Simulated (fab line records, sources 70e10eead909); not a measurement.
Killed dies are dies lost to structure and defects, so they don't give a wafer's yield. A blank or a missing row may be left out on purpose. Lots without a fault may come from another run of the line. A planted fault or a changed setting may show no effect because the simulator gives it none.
Tool commonality check | flow nand_harc | 14 lots, 42 wafers sampled

WHY IT WAS OPENED
At NHARC_A_ONON_D2_THK_MEAS_18 the reading thk_nm is flagged on 2 of 14 lots. Wafers without a fault read 1000 nm, standard deviation 9.5.
Rule: a lot is flagged when every wafer of it that has a number lies more than 4 standard deviations from that mean, or none has a number. The other lots count as sound.

lot  | measured     | on            | thk_nm (nm), wafer by wafer | flag
L684 | day 13 02:55 | film_metro-01 | 993 994 993                 |
L683 | day 13 14:19 | film_metro-02 | 1003 1004 1003              |
L686 | day 14 00:30 | film_metro-01 | 1004 1004 1003              |
L688 | day 15 01:32 | film_metro-01 | 993 993 994                 |
L691 | day 16 09:54 | film_metro-02 | 1018 1018 1015              |
L692 | day 16 10:16 | film_metro-02 | 989 990 991                 |
L694 | day 17 04:29 | film_metro-01 | 1010 1011 1010              |
L695 | day 17 19:31 | film_metro-02 | 996 996 996                 |
L698 | day 18 17:01 | film_metro-02 | 1603 1603 1602              | FLAGGED
L696 | day 18 17:01 | film_metro-01 | 1013 1013 1011              |
L699 | day 19 16:33 | film_metro-02 | 1583 1585 1583              | FLAGGED
L705 | day 22 02:38 | film_metro-01 | 1004 1006 1005              |
L704 | day 22 02:38 | film_metro-02 | 998 998 997                 |
L706 | day 22 09:58 | film_metro-02 | 1001 999 1000               |
The numbers of the flagged lots are 1593 nm on average: +593 nm against the usual, or +62 standard deviations.

WHICH TOOL RAN EACH LOT
The record holds 1 process step before the reading, out of a route of 1302 steps. In each cell: the tool, then ch and the chambers that the sampled wafers went through, then the start.
lot  | flag    | NHARC_A_ONON_D2_DEP_16
L684 |         | pecvd_onon-04 ch 0, day 13 02:28
L683 |         | pecvd_onon-01 ch 0, day 13 13:55
L686 |         | pecvd_onon-03 ch 0, day 14 00:02
L688 |         | pecvd_onon-01 ch 0, day 15 01:05
L691 |         | pecvd_onon-03 ch 0, day 16 09:24
L692 |         | pecvd_onon-01 ch 0, day 16 09:46
L694 |         | pecvd_onon-03 ch 0, day 17 04:05
L695 |         | pecvd_onon-03 ch 0, day 17 19:00
L698 | FLAGGED | pecvd_onon-03 ch 0, day 18 16:34
L696 |         | pecvd_onon-04 ch 0, day 18 16:30
L699 | FLAGGED | pecvd_onon-03 ch 0, day 19 16:02
L705 |         | pecvd_onon-01 ch 0, day 22 02:08
L704 |         | pecvd_onon-03 ch 0, day 22 02:15
L706 |         | pecvd_onon-01 ch 0, day 22 09:28
What these steps do:
- NHARC_A_ONON_D2_DEP_16: target thk 1000 nm.
- NHARC_A_ONON_D2_THK_MEAS_18: measures by ellipsometry.

FLAGGED OVER TOTAL, TOOL BY TOOL (the gauges that took the reading come last)
step                        | tool          | lots run | flagged | share of the flagged lots | sound lots run after its first flagged lot
NHARC_A_ONON_D2_DEP_16      | pecvd_onon-01 | 5        | 0       | none                      | -
NHARC_A_ONON_D2_DEP_16      | pecvd_onon-03 | 7        | 2       | all                       | 1 (L704)
NHARC_A_ONON_D2_DEP_16      | pecvd_onon-04 | 2        | 0       | none                      | -
NHARC_A_ONON_D2_THK_MEAS_18 | film_metro-01 | 6        | 0       | none                      | -
NHARC_A_ONON_D2_THK_MEAS_18 | film_metro-02 | 8        | 2       | all                       | 2 (L704,L706)

WHAT THE TABLE ALLOWS
2 rows of the table ran every flagged lot: pecvd_onon-03 at NHARC_A_ONON_D2_DEP_16, film_metro-02 at NHARC_A_ONON_D2_THK_MEAS_18.
- pecvd_onon-03 at NHARC_A_ONON_D2_DEP_16: 2 of its 7 lots flagged. Sound lots ran on it after the first flagged one (L704), which a lasting fault on the whole tool wouldn't allow.
- film_metro-02 at NHARC_A_ONON_D2_THK_MEAS_18: 2 of its 8 lots flagged. Sound lots ran on it after the first flagged one (L704, L706), which a lasting fault on the whole tool wouldn't allow.
No row of the table ran every flagged lot and no sound lot after the first.

WHAT THE SIMULATOR HAD PUT IN
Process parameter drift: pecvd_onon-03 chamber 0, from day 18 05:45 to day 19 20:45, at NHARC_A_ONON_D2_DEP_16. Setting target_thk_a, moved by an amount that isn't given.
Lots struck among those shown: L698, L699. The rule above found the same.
